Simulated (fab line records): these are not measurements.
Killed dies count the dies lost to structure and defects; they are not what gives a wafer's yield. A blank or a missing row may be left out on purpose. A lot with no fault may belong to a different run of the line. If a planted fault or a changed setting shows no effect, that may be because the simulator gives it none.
fab line records | flow n5_finfet
record: lots: 3 | wafers: 8 | last_day: 17
route steps=1938 shown PMOS_HMC_CHANNEL_EPI@87 FIN_SAQP@90 BEOL_M4@1111
lots with no fault: from the same line, run without faults
start_h: hours from the record's first day to the start of the lot's first wafer shown | wait_h: hours since the lot's step before | " same as the row above | L1.1+2: several wafers, shown together as one row | - no value, or no start given | * or withheld: withheld | < > ~ a bound
route shown NAME@n: names a module that has steps shown in the file, with the first one's number in the route | usual: average and standard deviation across the fault-free wafers | same: alike in all rows | chamber/n: place in a boat | sites: per-site readings | _std_site: standard deviation across them | _edge_site: mean of outer sites minus mean of inner sites | radius_mm: for every site, how far away it sits from the centre of the wafer | mask NAME#n: copy n | behind: tool/chamber where the wafer was last shaped | hold: cause of the lot's hold/its duration in hours/its outcome | device: names the non-switching transistor (n, p or np) | end of line: tests of these same wafers at the route's end | a step with no rows: only its recipe | killed: count of dies lost to structure and defects at first sort (not the wafer's yield) | map: a wafer's dies, x killed, . not, _ none there
set.NAME: the setting as run; set.NAME@STEP: as run at that earlier step | model.NAME: the simulator's own value behind a step, which no gauge read
lots at some steps of the route; a table a step, a row a wafer
services: from which hour (start_h, from the record's first day; less than 0 if before it) a tool's chamber was out of use, for how many hours, and why
== steps ==
step: N5_PMOS_HMC_CHANNEL_EPI_EPI_26
recipe: material: Si | target_thk_a: 38 | temp_c: 650 | precursor: SiH4/H2 | pressure_torr: 20 | time_s: 22.7
step: N5_FIN_SAQP_PRECLEAN_42
recipe: chemistry: O3/DIW | time_s: 60 | temp_c: 22 | o3_ppm: 10
step: N5_FIN_SAQP_PRECLEAN_00
recipe: chemistry: SC1 | time_s: 60 | temp_c: 55 | mix: 1:2:50
step: N5_FIN_SAQP_PRECLEAN_44
recipe: chemistry: SC2 | time_s: 45 | temp_c: 35 | mix: 1:1:50
step: N5_FIN_SAQP_SRD_01
recipe: dry: ipa_marangoni | time_s: 30 | temp_c: 23 | rinse_liquid: diw
step: N5_FIN_SAQP_ALD_61
recipe: material: SiO2 | target_thk_a: 40 | temp_c: 300 | ald_precursor_family: BDEAS | ald_co_reactant: O2-plasma | pulse_time_s: 1 | purge_time_s: 2 | co_reactant_purge_time_s: 2 | ald_cycles: 43 | pressure_torr: 2
step: N5_FIN_SAQP_DENSIFY_62
recipe: temp_c: 700 | time_s: 60 | ambient: N2 | idle_temp_c: 600 | ramp_up_c_per_s: 150 | ramp_down_c_per_s: 60 | cool_to_c: 600
step: N5_FIN_SAQP_HM_DEP_03
recipe: material: SiNx | target_thk_a: 380 | temp_c: 400 | precursor: SiH4/NH3/N2 | pressure_torr: 1.5 | rf_w: 300 | time_s: 33.6
step: N5_FIN_SAQP_PECVD_47
recipe: material: a-Si | target_thk_a: 450 | temp_c: 400 | precursor: SiH4/He | pressure_torr: 3 | rf_w: 100 | time_s: 36.3
step: N5_FIN_SAQP_PECVD_48
recipe: material: SiNx | target_thk_a: 250 | temp_c: 400 | precursor: SiH4/NH3/N2 | pressure_torr: 1.5 | rf_w: 300 | time_s: 22.1
usual: heater_power_w: 773/120 | rf_fwd_power_W: 296.7/1.1 | showerhead_plenum_p_Torr: 5.15/0.048 | throttle_valve_pct: 39.9/2.3
lot.wafer | tool     | chamber | start_h | wait_h | heater_power_w | rf_fwd_power_W | showerhead_plenum_p_Torr | since_wet_clean_h | throttle_valve_pct | model.SiNx_of_FIN_SAQP_PECVD_48.thk_nm
L368.3    | pecvd-04 | 1       | 34.21   | 0.0    | 977            | 295.5          | 5.15                     | 1644              | 41.4               | 24.57
L368.5    | "        | 2       | "       | "      | 617            | 297.2          | 5.13                     | -                 | 35.9               | 24.97
L368.6    | "        | 0       | "       | "      | 668            | 297.9          | 5.21                     | -                 | 38.1               | 25.42
L386.1    | pecvd-04 | 0       | 142.23  | 0.0    | 632            | -              | 5.22                     | 1027              | 38.0               | 18.99
L386.5    | "        | 1       | "       | "      | 934            | -              | 5.18                     | -                 | 41.7               | 19.09
L388.1    | pecvd-02 | 0       | 154.02  | 0.0    | 725            | 296.0          | 5.10                     | 677               | 41.8               | 25
L388.3    | "        | 2       | "       | "      | 954            | 294.8          | 5.10                     | 2127              | 41.7               | 24.86
L388.5    | "        | 2       | "       | "      | 942            | 295.8          | 5.10                     | -                 | 41.7               | 25.46
step: N5_FIN_SAQP_PECVD_06
recipe: material: a-Si | target_thk_a: 600 | temp_c: 400 | precursor: SiH4/He | pressure_torr: 3 | rf_w: 100 | time_s: 48.1
step: N5_FIN_SAQP_HM_DEP_72
recipe: material: SiO2 | target_thk_a: 120 | temp_c: 400 | precursor: SiH4/N2O | pressure_torr: 0.75 | rf_w: 275 | time_s: 7.2
step: N5_FIN_SAQP_COAT_49
recipe: resist: SOC | temp_c: 250 | time_s: 60 | spin_rpm: 1500 | resist_thk_nm: 100
step: N5_FIN_SAQP_COAT_50
recipe: resist: SiARC | temp_c: 220 | time_s: 60 | spin_rpm: 1500 | resist_thk_nm: 35
step: N5_FIN_SAQP_COAT_10
recipe: resist: CAR-ArF | spin_rpm: 1500 | resist_thk_nm: 90
step: N5_FIN_SAQP_EBR_12
recipe: solvent: PGMEA | ebr_width_mm: 1.5
step: N5_FIN_SAQP_SOFTBAKE_11
recipe: temp_c: 110 | time_s: 60 | resist: CAR-ArF
step: N5_FIN_SAQP_EXPOSE_13
recipe: mask_id: FIN_CORE | na: 1.35 | source_shape: dipole | sigma_inner: 0.538 | sigma_outer: 0.738 | polarization: te | target_cd_nm: 35.6 | dose_mj: 63.25
step: N5_FIN_SAQP_PEB_14
recipe: peb_temp_c: withheld | peb_time_s: 60 | resist: CAR-ArF
step: N5_FIN_SAQP_DEVELOP_15
recipe: develop_time_s: 30 | developer: TMAH | resist: CAR-ArF | dev_temp_c: 23 | rinse_liquid: diw | dry: air_spin
step: N5_FIN_SAQP_DESCUM_21
recipe: chemistry: O2 | time_s: 7.9 | source_power_w: 50 | bias_power_w: 20 | pressure_mtorr: 20 | rf_frequency_hz: 2.712e+07 | temp_c: 40 | resist: CAR-ArF | o2_flow_sccm: 225
step: N5_FIN_SAQP_ETCH_51
recipe: chemistry: CF4 | target: SiARC | target_depth_a: 455 | mask_material: CAR-ArF | time_s: 75.8 | ion_energy_ev: 80 | pressure_mtorr: 40 | source_w: 545 | bias_w: 36 | Ar_flow_sccm: 100 | cf4_flow_sccm: 100 | ends: cleared
step: N5_FIN_SAQP_ETCH_52
recipe: chemistry: N2/H2 | target: SOC | target_depth_a: 1000 | overetch_a: 200 | mask_material: SiARC | temp_c: 40 | time_s: 150 | ion_energy_ev: 200 | pressure_mtorr: 30 | source_w: 840 | bias_w: 150 | n2_flow_sccm: 200 | h2_flow_sccm: 200 | ends: end_point
step: N5_FIN_SAQP_STRIP_53
recipe: chemistry: N2/H2 | temp_c: 40 | n2_flow_sccm: 200 | h2_flow_sccm: 200 | rf_frequency_hz: 6e+07
step: N5_FIN_SAQP_HM_OPEN_73
recipe: chemistry: CHF3/O2 | target: SiO2 | stop_on: a-Si | target_depth_a: 120 | over_etch_frac: 1.8 | mask_material: SOC | time_s: 16.8 | pressure_mtorr: 30 | source_w: 650 | bias_w: 170 | Ar_flow_sccm: 200 | CHF3_flow_sccm: 50 | O2_flow_sccm: 5 | ion_energy_ev: 200 | ends: end_point
step: N5_FIN_SAQP_STRIP_74
recipe: chemistry: CHF3/O2 | resist: SiARC | rf_frequency_hz: 6e+07
step: N5_FIN_SAQP_MANDREL_ETCH_22
recipe: target_depth_a: 600 | chemistry: HBr/Cl2 | target: a-Si | stop_on: SiNx | bt_time_s: 10 | over_etch_frac: 0.5 | time_s: 30 | pressure_mtorr: 10 | icp_w: 800 | bias_w: 75 | HBr_flow_sccm: 150 | Cl2_flow_sccm: 80 | ends: end_point
step: N5_FIN_SAQP_STRIP_55
recipe: chemistry: N2/H2 | power_w: 500 | temp_c: 40 | pressure_mtorr: 50 | rf_frequency_hz: 6e+07 | overash_fraction: 0.3 | bias_power_w: 28 | h2_frac: 0.5 | n2_flow_sccm: 300 | h2_flow_sccm: 300
step: N5_FIN_SAQP_STRIP_23
recipe: chemistry: SPM | time_s: 750 | temp_c: 130 | h2so4_h2o2_vol_ratio: 4
step: N5_FIN_SAQP_SRD_66
recipe: dry: ipa_marangoni | time_s: 30 | temp_c: 23 | rinse_liquid: diw
step: N5_FIN_SAQP_RECESS_75
recipe: chemistry: HF/NH3 | target: SiO2 | target_depth_a: 144 | afs_cycles: 3 | temp_c: 30 | sublimation_temp_c: 180 | sublimation_time_s: 60
step: N5_FIN_SAQP_SPACER1_ALD_24
recipe: material: SiO2 | target_thk_a: 203 | temp_c: 300 | ald_precursor_family: BDEAS | ald_co_reactant: O2-plasma | pulse_time_s: 1 | purge_time_s: 2 | co_reactant_purge_time_s: 2 | ald_cycles: 218 | pressure_torr: 2
step: N5_FIN_SAQP_SPACER1_ETCHBACK_25
recipe: chemistry: CHF3/O2 | mode: anisotropic_etchback | target: SiO2 | target_depth_a: 244 | time_s: 12.2 | pressure_mtorr: 30 | source_w: 650 | bias_w: 170 | Ar_flow_sccm: 200 | CHF3_flow_sccm: 50 | O2_flow_sccm: 5 | ion_energy_ev: 200
step: N5_FIN_SAQP_MANDREL1_REMOVE_56
recipe: chemistry: HBr/Cl2/O2 | bt_time_s: 10 | target: a-Si | stop_on: SiNx | endpoint: OES-SiCl | over_etch_frac: 1 | icp_w: 600 | bias_w: 22 | HBr_flow_sccm: 150 | Cl2_flow_sccm: 80 | O2_flow_sccm: 5 | pressure_mtorr: 10
step: N5_FIN_SAQP_ETCH_57
recipe: chemistry: CH3F/O2 | target: SiNx | mask_material: SiO2 | target_depth_a: 325 | time_s: 46.4 | pressure_mtorr: 30 | source_w: 395 | bias_w: 73 | Ar_flow_sccm: 150 | CH3F_flow_sccm: 30 | O2_flow_sccm: 20 | ion_energy_ev: 120 | ends: cleared
usual: chamber_pressure_mTorr: 29.998/0.027 | drypump_motor_current_A: 5.6/0.47 | etch_rf_on_time_s: 46.8/0.79 | oes_ar_750_au: 0.76/0.079 | oes_product_au: 0.65/0.073 | rf_fwd_power_W: 387.6/1.9 | rf_vpp_V: 295.2/2.2 | showerhead_plenum_p_Torr: 2.00/0.053 | throttle_valve_pct: 16.41/0.26
lot.wafer | tool        | chamber | start_h | wait_h | chamber_pressure_mTorr | drypump_motor_current_A | etch_rf_on_time_s | oes_ar_750_au | oes_product_au | rf_fwd_power_W | rf_hours_counter_h | rf_vpp_V | showerhead_plenum_p_Torr | throttle_valve_pct | model.etch.depth_nm
L368.3    | rie_diel-01 | 0       | 38.51   | 0.0    | 30.036                 | 5.3                     | 46.1              | 0.71          | 0.61           | 388.1          | 214                | 297.9    | 2.07                     | 16.83              | 24.57
L368.5    | "           | 2       | "       | "      | 29.983                 | 5.5                     | 46.5              | 0.78          | 0.65           | 387.6          | -                  | 296.7    | 2.02                     | 16.18              | 24.97
L368.6    | "           | 0       | "       | "      | 29.996                 | 5.3                     | 47.9              | 0.71          | 0.60           | 388.6          | -                  | 296.3    | 2.07                     | 16.83              | 25.27
L386.1    | rie_diel-01 | 1       | 145.06  | 0.0    | 29.963                 | 4.9                     | 34.5              | 0.94          | 0.81           | 384.0          | 8                  | 291.5    | 1.96                     | 15.97              | 18.99
L386.5    | "           | 3       | "       | "      | 30.037                 | 5.8                     | 34.9              | 0.91          | 0.79           | 385.2          | -                  | 293.4    | 2.04                     | 16.16              | 19.09
L388.1    | rie_diel-01 | 0       | 157.15  | 0.1    | 29.981                 | 5.3                     | 45.0              | 0.97          | 0.85           | 386.0          | 3                  | 297.2    | 2.05                     | 16.42              | 25
L388.3    | "           | 3       | "       | "      | 30.005                 | 5.8                     | 45.5              | 0.91          | 0.79           | 388.3          | 26                 | 293.8    | 2.04                     | 16.16              | 24.86
L388.5    | "           | 0       | "       | "      | 29.987                 | 5.4                     | 46.0              | 0.97          | 0.83           | 386.6          | -                  | 296.3    | 2.05                     | 16.42              | 25.46
step: N5_BEOL_M4_RC_MEAS_101
usual: DIBL_N: 36.4/1.5 | DIBL_P: 36.6/1.9 | IOFF_N: 0.155/0.021 | IOFF_P: 0.211/0.028 | ION_N: 671/8.6 | ION_P: 462/5.8 | SS_N: 71.5/0.5 | SS_P: 73.4/0.58 | VT_N: 250.1/2.4 | VT_P: -250.1/3
lot.wafer | tool      | chamber | start_h | wait_h | DIBL_N[mV/V] | DIBL_P[mV/V] | IOFF_N[nA/um] | IOFF_P[nA/um] | ION_N[uA/um] | ION_P[uA/um] | SS_N[mV/dec] | SS_P[mV/dec] | VT_N[mV] | VT_P[mV]
L368.3    | prober-01 | 0       | 179.06  | 0.3    | 35.9         | 36.5         | 0.143         | 0.221         | 666          | 461          | 70.9         | 73.6         | 250.6    | -248.7
L368.5    | "         | 0       | "       | "      | 34.2         | 35.0         | 0.128         | 0.202         | 666          | 466          | 70.9         | 73.0         | 251.3    | -247.3
L368.6    | "         | 0       | "       | "      | 35.9         | 36.7         | 0.141         | 0.229         | 668          | 465          | 71.8         | 73.9         | 249.9    | -247.0
L386.1    | prober-01 | 0       | 283.95  | 0.0    | 37.1         | 38.6         | 0.172         | 0.229         | 689          | 473          | 72.1         | 74.1         | 248.8    | -249.7
L386.5    | "         | 0       | "       | "      | 36.2         | 36.7         | 0.147         | 0.193         | 671          | 456          | 71.8         | 73.7         | 249.4    | -248.3
L388.1    | prober-01 | 0       | 297.26  | 0.0    | 35.2         | 35.6         | 0.151         | 0.193         | 671          | 461          | 72.0         | 72.9         | 250.0    | -251.9
L388.3    | "         | 0       | "       | "      | 34.2         | 34.3         | 0.145         | 0.181         | 672          | 460          | 71.6         | 72.7         | 252.7    | -252.8
L388.5    | "         | 0       | "       | "      | 33.5         | 33.9         | 0.131         | 0.171         | 664          | 457          | 71.2         | 72.7         | 252.5    | -252.1
== services ==
tool        | chamber | start_h | hours | kind
rie_diel-01 | 3       | 29.60   | 32.2  | repair
pecvd-02    | 1       | 51.89   | 2.1   | scheduled_down
pecvd-02    | -       | 64.73   | 0.8   | repair
rie_diel-01 | 3       | 80.03   | -     | clean
rie_diel-01 | 3       | 80.03   | -     | consumable_replace:focus_ring
rie_diel-01 | 3       | 80.03   | 17.7  | scheduled_down
rie_diel-01 | 3       | 80.03   | 17.7  | vent_cycle
rie_diel-01 | 1       | 86.89   | 2.2   | repair
pecvd-04    | 1       | 93.22   | 5.5   | scheduled_down
rie_diel-01 | -       | 104.58  | 0.5   | repair
rie_diel-01 | 1       | 107.44  | -     | clean
rie_diel-01 | 1       | 107.44  | -     | consumable_replace:focus_ring
rie_diel-01 | 1       | 107.44  | 16.2  | scheduled_down
rie_diel-01 | 1       | 107.44  | 16.2  | vent_cycle
pecvd-02    | 0       | 108.97  | 2.1   | scheduled_down
rie_diel-01 | 0       | 128.57  | -     | clean
rie_diel-01 | 0       | 128.57  | -     | consumable_replace:focus_ring
rie_diel-01 | 0       | 128.57  | 21.9  | scheduled_down
rie_diel-01 | 0       | 128.57  | 21.9  | vent_cycle
== key ==
first_sign: step: N5_FIN_SAQP_ETCH_57 | reading: etch_rf_on_time_s | direction: down | sigmas: 15 | usual: * | struck: *
effect none on later readings
model_effect: step: N5_FIN_SAQP_PECVD_48 | value: SiNx_of_FIN_SAQP_PECVD_48.thk_nm | without: 25.12 | struck: 19.04
model_effect: step: N5_FIN_SAQP_ETCH_57 | value: etch.depth_nm | without: 25.12 | struck: 19.04
met_at N5_FIN_SAQP_PECVD_48
struck_wafers L386.1,L386.5
onset_between 34.21 142.23
fault: kind: process_parameter_drift | tool: pecvd-04 | chamber: - | onset_h: 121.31 | steps: N5_FIN_SAQP_PECVD_48 | channel: time_s | offset: * | shape: step | end_h: 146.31 | scope: struck_wafers_only | acts_in: * | stated: *
